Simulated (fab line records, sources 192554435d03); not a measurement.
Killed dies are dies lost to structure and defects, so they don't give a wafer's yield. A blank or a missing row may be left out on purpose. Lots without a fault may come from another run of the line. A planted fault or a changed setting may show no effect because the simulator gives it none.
Which tool did it? | flow n5_finfet | 24 lots, 72 wafers sampled, at 6 steps of a route of 1938

WHAT THE GAUGES READ, wafer by wafer
N5_HKMG_FIN_OVL_MEAS_13. Usual: NWFM_OVL -0.2 nm, standard deviation 0.76.
lot  | measured    | on         | NWFM_OVL (nm)  | flag
L074 | day 4 01:17 | overlay-02 | 0.3 -0.9 -0.8  |
L075 | day 4 10:35 | overlay-02 | -0.8 -0.1 0.1  |
L076 | day 5 00:59 | overlay-01 | -0.9 -0.9 -1.8 |
L077 | day 5 06:54 | overlay-01 | 0.6 0.5 -0.2   |
L078 | day 5 09:23 | overlay-02 | -0.1 0.2 -1.2  |
L079 | day 5 15:14 | overlay-01 | -0.3 -0.5 -0.4 |
L080 | day 5 17:44 | overlay-01 | -1.1 -0.9 -0.1 |
L081 | day 6 01:40 | overlay-01 | -0.7 0.1 0.1   |
L082 | day 6 03:23 | overlay-01 | -0.2 -0.6 -0.7 |
L083 | day 6 11:57 | overlay-01 | 0.2 -1.3 -0.4  |
L084 | day 6 16:44 | overlay-02 | 0.4 -0.6 0.2   |
L085 | day 7 00:08 | overlay-01 | -0.4 -0.8 -0.5 |
L086 | day 7 05:44 | overlay-02 | 0.7 0.1 -0.3   |
L087 | day 7 12:19 | overlay-02 | -0.7 -0.1 0.4  |
L088 | day 7 17:36 | overlay-02 | -0.4 -0.4 -0.4 |
L089 | day 7 23:43 | overlay-01 | 1.3 0.9 1.2    |
L090 | day 8 04:59 | overlay-01 | -0.3 -0.4 -1.0 |
L091 | day 8 11:33 | overlay-02 | 0.3 0.4 -0.4   |
L092 | day 8 20:16 | overlay-01 | 0.3 0.0 1.6    |
L093 | day 8 23:28 | overlay-02 | 0.3 -1.1 0.1   |
L094 | day 9 05:59 | overlay-02 | 0.6 0.6 0.4    |
L095 | day 9 10:11 | overlay-02 | 0.4 1.0 0.6    |
L096 | day 9 18:58 | overlay-02 | 0.3 0.1 -0.6   |
L097 | day 9 23:20 | overlay-01 | -1.2 -1.1 -1.6 |

N5_GATE_CUT_OVL_MEAS_14. Usual: GATE_CUT_OVL 0.0 nm, standard deviation 0.76.
lot  | measured     | on         | GATE_CUT_OVL (nm) | flag
L074 | day 4 09:21  | overlay-02 | 0.3 -0.9 -0.3     |
L075 | day 4 18:46  | overlay-01 | 0.1 0.2 -1.0      |
L076 | day 5 09:34  | overlay-02 | 0.0 0.9 0.7       |
L077 | day 5 15:36  | overlay-01 | 0.0 -0.5 -1.5     |
L078 | day 5 17:55  | overlay-01 | 0.5 0.2 0.7       |
L079 | day 5 23:58  | overlay-01 | -0.8 -0.7 -0.6    |
L080 | day 6 02:07  | overlay-02 | 0.9 1.5 0.9       |
L081 | day 6 09:58  | overlay-02 | 0.5 -0.1 -0.5     |
L082 | day 6 11:28  | overlay-02 | -0.3 -0.7 -0.3    |
L083 | day 6 20:10  | overlay-01 | 0.4 0.5 0.7       |
L084 | day 7 01:46  | overlay-02 | 0.6 1.2 0.2       |
L085 | day 7 08:44  | overlay-02 | -0.2 0.4 -0.4     |
L086 | day 7 14:31  | overlay-02 | 0.9 1.3 1.1       |
L087 | day 7 21:19  | overlay-02 | 0.3 0.3 1.6       |
L088 | day 8 02:26  | overlay-01 | -0.1 -0.2 -0.5    |
L089 | day 8 07:58  | overlay-01 | 1.3 0.6 -0.1      |
L090 | day 8 13:26  | overlay-02 | -0.6 -0.8 -1.2    |
L091 | day 8 20:02  | overlay-01 | 0.4 0.9 -0.1      |
L092 | day 9 04:42  | overlay-02 | -0.7 0.3 0.3      |
L093 | day 9 08:08  | overlay-02 | -1.0 -1.0 0.3     |
L094 | day 9 14:39  | overlay-02 | -1.2 0.4 0.2      |
L095 | day 9 20:05  | overlay-02 | -0.2 -0.3 -0.8    |
L096 | day 10 04:06 | overlay-01 | -0.4 -1.1 -0.3    |
L097 | day 10 07:32 | overlay-02 | -2.1 -2.4 -1.7    |

WHICH TOOL RAN EACH LOT (tool, then ch and the chambers of the sampled wafers, then the start)
lot  | N5_SD_ACTIVATION_LSA_01           | N5_SDB_STRIP_22                     | N5_HKMG_FIN_ETCH_86                | N5_HKMG_FIN_W_FILL_22
L074 | laser_anneal-02 ch 0, day 3 08:28 | plasma_asher-02 ch 0,1, day 3 16:12 | rie_diel-03 ch 0,1,2, day 4 02:40  | cvd_w-02 ch 0,1, day 4 04:55
L075 | laser_anneal-01 ch 0, day 3 18:44 | plasma_asher-01 ch 0,1, day 4 02:16 | rie_diel-02 ch 1,2,3, day 4 11:58  | cvd_w-02 ch 0,1, day 4 14:20
L076 | laser_anneal-02 ch 0, day 4 08:02 | plasma_asher-02 ch 0,1, day 4 15:37 | rie_diel-02 ch 2,3, day 5 02:22    | cvd_w-02 ch 0,1, day 5 04:44
L077 | laser_anneal-02 ch 0, day 4 13:44 | plasma_asher-01 ch 0,1, day 4 21:49 | rie_diel-02 ch 0,3, day 5 08:21    | cvd_w-01 ch 0,1, day 5 10:42
L078 | laser_anneal-01 ch 0, day 4 16:29 | plasma_asher-02 ch 0,1, day 5 00:35 | rie_diel-02 ch 0,2,3, day 5 11:01  | cvd_w-02 ch 0,1, day 5 13:17
L079 | laser_anneal-02 ch 0, day 4 22:12 | plasma_asher-02 ch 0,1, day 5 06:32 | rie_diel-02 ch 1,2,3, day 5 16:38  | cvd_w-01 ch 0,1, day 5 18:54
L080 | laser_anneal-01 ch 0, day 5 00:58 | plasma_asher-01 ch 0,1, day 5 09:08 | rie_diel-04 ch 0,2,3, day 5 19:13  | cvd_w-02 ch 0,1, day 5 21:34
L081 | laser_anneal-02 ch 0, day 5 08:47 | plasma_asher-02 ch 0,1, day 5 16:50 | rie_diel-03 ch 0,1,3, day 6 03:02  | cvd_w-02 ch 0,1, day 6 05:22
L082 | laser_anneal-01 ch 0, day 5 10:49 | plasma_asher-02 ch 0,1, day 5 18:41 | rie_diel-04 ch 0,2, day 6 04:46    | cvd_w-01 ch 0,1, day 6 07:01
L083 | laser_anneal-02 ch 0, day 5 19:10 | plasma_asher-01 ch 0,1, day 6 03:20 | rie_diel-04 ch 1,2, day 6 13:20    | cvd_w-02 ch 0,1, day 6 15:35
L084 | laser_anneal-01 ch 0, day 6 00:01 | plasma_asher-02 ch 0,1, day 6 08:08 | rie_diel-03 ch 0,1, day 6 18:08    | cvd_w-02 ch 0,1, day 6 20:25
L085 | laser_anneal-02 ch 0, day 6 07:24 | plasma_asher-02 ch 0,1, day 6 15:21 | rie_diel-03 ch 0,1, day 7 01:35    | cvd_w-02 ch 0,1, day 7 04:05
L086 | laser_anneal-01 ch 0, day 6 12:08 | plasma_asher-01 ch 0,1, day 6 20:08 | rie_diel-02 ch 0,1,2, day 7 07:20  | cvd_w-02 ch 0,1, day 7 09:48
L087 | laser_anneal-02 ch 0, day 6 16:40 | plasma_asher-02 ch 0,1, day 7 02:20 | rie_diel-03 ch 1,2, day 7 13:43    | cvd_w-02 ch 0,1, day 7 16:01
L088 | laser_anneal-01 ch 0, day 6 23:22 | plasma_asher-01 ch 0,1, day 7 07:46 | rie_diel-04 ch 0,3, day 7 19:05    | cvd_w-02 ch 0,1, day 7 21:29
L089 | laser_anneal-02 ch 0, day 7 05:25 | plasma_asher-02 ch 0, day 7 13:07   | rie_diel-03 ch 0,2,3, day 8 01:05  | cvd_w-02 ch 0,1, day 8 03:22
L090 | laser_anneal-01 ch 0, day 7 11:50 | plasma_asher-02 ch 0,1, day 7 19:42 | rie_diel-03 ch 0,2,3, day 8 06:22  | cvd_w-01 ch 0,1, day 8 08:52
L091 | laser_anneal-02 ch 0, day 7 17:33 | plasma_asher-01 ch 0,1, day 8 01:53 | rie_diel-04 ch 1,2,3, day 8 12:56  | cvd_w-02 ch 0,1, day 8 15:19
L092 | laser_anneal-01 ch 0, day 8 03:14 | plasma_asher-02 ch 0,1, day 8 10:54 | rie_diel-04 ch 1,3, day 8 21:38    | cvd_w-02 ch 0,1, day 9 00:07
L093 | laser_anneal-01 ch 0, day 8 06:40 | plasma_asher-01 ch 0,1, day 8 14:38 | rie_diel-02 ch 0,2,3, day 9 00:55  | cvd_w-02 ch 0, day 9 03:16
L094 | laser_anneal-01 ch 0, day 8 11:37 | plasma_asher-01 ch 0,1, day 8 19:41 | rie_diel-02 ch 0,2,3, day 9 07:23  | cvd_w-02 ch 0,1, day 9 09:47
L095 | laser_anneal-01 ch 0, day 8 17:17 | plasma_asher-01 ch 0,1, day 9 01:45 | rie_diel-04 ch 1,2,3, day 9 11:44  | cvd_w-01 ch 0,1, day 9 14:12
L096 | laser_anneal-01 ch 0, day 9 02:08 | plasma_asher-02 ch 0,1, day 9 10:10 | rie_diel-03 ch 0,1,2, day 9 20:32  | cvd_w-02 ch 0,1, day 9 22:52
L097 | laser_anneal-02 ch 0, day 9 06:49 | plasma_asher-01 ch 0,1, day 9 14:25 | rie_diel-03 ch 0,2,3, day 10 00:43 | cvd_w-01 ch 0, day 10 03:04
- N5_SD_ACTIVATION_LSA_01: time 0.0008 s.
- N5_SDB_STRIP_22: strips in N2/H2.
- N5_HKMG_FIN_ETCH_86: etches SOC in N2/H2, stops on TiN, target depth 393.2 nm.
- N5_HKMG_FIN_W_FILL_22: material W, target thk 60 nm, time 18.2 s.

WHAT THE TOOLS THEMSELVES READ (means of the sampled wafers that have a number; where no wafer has one, the mark that the record gives instead)
N5_SD_ACTIVATION_LSA_01. Usual: wafer_temp_C_max 1085.2, standard deviation 1.1.
lot  | tool            | wafer_temp_C_max | flag
L074 | laser_anneal-02 | 1085.9           |
L075 | laser_anneal-01 | 1085.8           |
L076 | laser_anneal-02 | 1085.1           |
L077 | laser_anneal-02 | 1086.3           |
L078 | laser_anneal-01 | 1084.4           |
L079 | laser_anneal-02 | 1085.2           |
L080 | laser_anneal-01 | 1084.5           |
L081 | laser_anneal-02 | 1085.9           |
L082 | laser_anneal-01 | 1085.6           |
L083 | laser_anneal-02 | 1086.0           |
L084 | laser_anneal-01 | 1084.2           |
L085 | laser_anneal-02 | 1086.9           |
L086 | laser_anneal-01 | 1084.2           |
L087 | laser_anneal-02 | 1086.5           |
L088 | laser_anneal-01 | 1085.0           |
L089 | laser_anneal-02 | 1085.6           |
L090 | laser_anneal-01 | 1084.8           |
L091 | laser_anneal-02 | 1085.0           |
L092 | laser_anneal-01 | 1084.6           |
L093 | laser_anneal-01 | 1084.0           |
L094 | laser_anneal-01 | 1084.7           |
L095 | laser_anneal-01 | 1084.7           |
L096 | laser_anneal-01 | 1084.8           |
L097 | laser_anneal-02 | 1085.4           |

N5_SDB_STRIP_22. Usual: drypump_motor_current_A 5.8 A, standard deviation 0.33; heater_power_w 328 W, standard deviation 26; n2_flow_sccm 1751 sccm, standard deviation 5; oes_product_au 0.714 a.u., standard deviation 0.0045; strip_time_to_endpoint_s 96.2 s, standard deviation 0.6.
lot  | tool            | drypump_motor_current_A (A) | heater_power_w (W) | n2_flow_sccm (sccm) | oes_product_au (a.u.) | strip_time_to_endpoint_s (s) | flag
L074 | plasma_asher-02 | 5.7                         | 323                | 1750                | 0.717                 | 95.6                         |
L075 | plasma_asher-01 | 5.7                         | 332                | 1750                | 0.713                 | 96.4                         |
L076 | plasma_asher-02 | 5.7                         | 322                | 1751                | 0.715                 | 96.4                         |
L077 | plasma_asher-01 | 5.7                         | 332                | 1754                | 0.714                 | 96.1                         |
L078 | plasma_asher-02 | 5.7                         | 326                | 1751                | 0.714                 | 96.6                         |
L079 | plasma_asher-02 | 5.7                         | 321                | 1754                | 0.716                 | 96.4                         |
L080 | plasma_asher-01 | 5.7                         | 327                | 1755                | 0.711                 | 96.1                         |
L081 | plasma_asher-02 | 5.7                         | 319                | 1753                | 0.713                 | 95.6                         |
L082 | plasma_asher-02 | 5.8                         | 343                | 1750                | 0.718                 | 95.7                         |
L083 | plasma_asher-01 | 5.9                         | 322                | 1752                | 0.713                 | 95.7                         |
L084 | plasma_asher-02 | 5.7                         | 324                | 1752                | 0.715                 | 96.1                         |
L085 | plasma_asher-02 | 5.7                         | 323                | 1751                | 0.718                 | 97.3                         |
L086 | plasma_asher-01 | 5.7                         | 327                | 1747                | 0.716                 | 96.3                         |
L087 | plasma_asher-02 | 5.8                         | 346                | 1742                | 0.716                 | 96.1                         |
L088 | plasma_asher-01 | 5.9                         | 319                | 1755                | 0.713                 | 95.4                         |
L089 | plasma_asher-02 | 6.0                         | 362                | 1750                | 0.714                 | 96.8                         |
L090 | plasma_asher-02 | 5.7                         | 318                | 1745                | 0.713                 | 95.5                         |
L091 | plasma_asher-01 | 5.6                         | 331                | 1750                | 0.713                 | 96.7                         |
L092 | plasma_asher-02 | 5.9                         | 341                | 1754                | 0.716                 | 96.0                         |
L093 | plasma_asher-01 | 5.7                         | 328                | 1754                | 0.716                 | 96.0                         |
L094 | plasma_asher-01 | 5.9                         | 318                | 1747                | 0.717                 | 95.8                         |
L095 | plasma_asher-01 | 5.7                         | 331                | 1754                | 0.716                 | 95.7                         |
L096 | plasma_asher-02 | 5.7                         | 321                | 1754                | 0.713                 | 96.2                         |
L097 | plasma_asher-01 | 5.6                         | 331                | 1755                | 0.714                 | 96.7                         |

N5_HKMG_FIN_ETCH_86. Usual: drypump_motor_current_A 5.6 A, standard deviation 0.43; n2_flow_sccm 200.0 sccm, standard deviation 0.61; oes_product_au 0.77 a.u., standard deviation 0.086; rf_vpp_V 241.0 V, standard deviation 1.3; showerhead_plenum_p_Torr 2.55 Torr, standard deviation 0.09; throttle_valve_pct 17.75 %, standard deviation 0.23.
lot  | tool        | drypump_motor_current_A (A) | n2_flow_sccm (sccm) | oes_product_au (a.u.) | rf_vpp_V (V) | showerhead_plenum_p_Torr (Torr) | throttle_valve_pct (%) | flag
L074 | rie_diel-03 | 5.3                         | 199.9               | 0.79                  | 241.1        | 2.51                            | 17.63                  |
L075 | rie_diel-02 | 5.5                         | 200.2               | 0.73                  | 240.8        | 2.56                            | 17.77                  |
L076 | rie_diel-02 | 5.4                         | 199.9               | 0.75                  | 241.6        | 2.60                            | 17.54                  |
L077 | rie_diel-02 | 5.9                         | 200.5               | 0.74                  | 241.0        | 2.50                            | 17.64                  |
L078 | rie_diel-02 | 5.7                         | 200.4               | 0.77                  | 240.9        | 2.56                            | 17.61                  |
L079 | rie_diel-02 | 5.4                         | 199.6               | 0.72                  | 241.3        | 2.55                            | 17.80                  |
L080 | rie_diel-04 | 6.0                         | 199.9               | 0.69                  | 240.9        | 2.56                            | 18.01                  |
L081 | rie_diel-03 | 5.2                         | 200.0               | 0.76                  | 239.5        | 2.50                            | 17.71                  |
L082 | rie_diel-04 | 6.1                         | 200.0               | 0.69                  | 239.1        | 2.48                            | 17.93                  |
L083 | rie_diel-04 | 5.9                         | 200.4               | 0.72                  | 240.0        | 2.50                            | 17.96                  |
L084 | rie_diel-03 | 5.3                         | 199.9               | 0.81                  | 241.6        | 2.55                            | 17.52                  |
L085 | rie_diel-03 | 5.3                         | 199.4               | 0.81                  | 241.0        | 2.55                            | 17.54                  |
L086 | rie_diel-02 | 5.7                         | 200.1               | 0.76                  | 241.7        | 2.58                            | 17.84                  |
L087 | rie_diel-03 | 5.4                         | 199.3               | 0.71                  | 239.7        | 2.44                            | 17.81                  |
L088 | rie_diel-04 | 5.9                         | 199.1               | 0.85                  | 242.7        | 2.63                            | 17.86                  |
L089 | rie_diel-03 | 5.0                         | 200.1               | 0.83                  | 241.6        | 2.56                            | 17.64                  |
L090 | rie_diel-03 | 5.1                         | 200.5               | 0.83                  | 241.1        | 2.56                            | 17.65                  |
L091 | rie_diel-04 | 6.0                         | 199.7               | 0.87                  | 241.6        | 2.62                            | 17.80                  |
L092 | rie_diel-04 | 5.9                         | 200.2               | 0.85                  | 242.3        | 2.59                            | 17.87                  |
L093 | rie_diel-02 | 5.7                         | 199.6               | 0.83                  | 240.4        | 2.55                            | 17.52                  |
L094 | rie_diel-02 | 5.8                         | 199.8               | 0.82                  | 241.8        | 2.55                            | 17.53                  |
L095 | rie_diel-04 | 6.0                         | 200.0               | 0.85                  | 241.4        | 2.62                            | 17.81                  |
L096 | rie_diel-03 | 5.3                         | 199.9               | 0.74                  | 240.1        | 2.49                            | 17.71                  |
L097 | rie_diel-03 | 5.1                         | 200.2               | 0.81                  | 241.1        | 2.56                            | 17.68                  |

N5_HKMG_FIN_W_FILL_22. Usual: heater_power_outer_w 521 W, standard deviation 52; heater_power_w 883 W, standard deviation 50; throttle_valve_pct 19.38 %, standard deviation 0.26.
lot  | tool     | heater_power_outer_w (W) | heater_power_w (W) | throttle_valve_pct (%) | flag
L074 | cvd_w-02 | 525                      | 880                | 19.35                  |
L075 | cvd_w-02 | 520                      | 879                | 19.32                  |
L076 | cvd_w-02 | 552                      | 911                | 19.40                  |
L077 | cvd_w-01 | 473                      | 846                | 19.23                  |
L078 | cvd_w-02 | 524                      | 877                | 19.30                  |
L079 | cvd_w-01 | 477                      | 860                | 19.31                  |
L080 | cvd_w-02 | 515                      | 877                | 19.32                  |
L081 | cvd_w-02 | 556                      | 920                | 19.43                  |
L082 | cvd_w-01 | 483                      | 852                | 19.29                  |
L083 | cvd_w-02 | 522                      | 875                | 19.23                  |
L084 | cvd_w-02 | 519                      | 884                | 19.27                  |
L085 | cvd_w-02 | 556                      | 926                | 19.62                  |
L086 | cvd_w-02 | 509                      | 886                | 19.48                  |
L087 | cvd_w-02 | 547                      | 925                | 19.51                  |
L088 | cvd_w-02 | 525                      | 866                | 19.30                  |
L089 | cvd_w-02 | 566                      | 917                | 19.50                  |
L090 | cvd_w-01 | 479                      | 844                | 19.32                  |
L091 | cvd_w-02 | 524                      | 880                | 19.29                  |
L092 | cvd_w-02 | 548                      | 909                | 19.70                  |
L093 | cvd_w-02 | 497                      | 850                | 19.32                  |
L094 | cvd_w-02 | 558                      | 922                | 19.72                  |
L095 | cvd_w-01 | 477                      | 859                | 19.45                  |
L096 | cvd_w-02 | 522                      | 888                | 19.50                  |
L097 | cvd_w-01 | 470                      | 831                | 19.29                  |

THE ANSWER, worked out from the rows above alone
Rule: a lot is off if the mean of its wafers that have a number lies more than 3 standard deviations from the usual mean. A lot without any number at a reading at which 4 lots or more have one is off too. The other lots that the step has rows for count as sound. The gauges are gone through in route order, then the tools' own readings, and for those a lot's mean is taken as printed above. The first step at which some lot is off is used, and at that step the reading that is off furthest; a lot without a number counts as furthest.
No lot is off at any reading shown: from this, nothing can be told.

WHAT THE SIMULATOR HAD PUT IN
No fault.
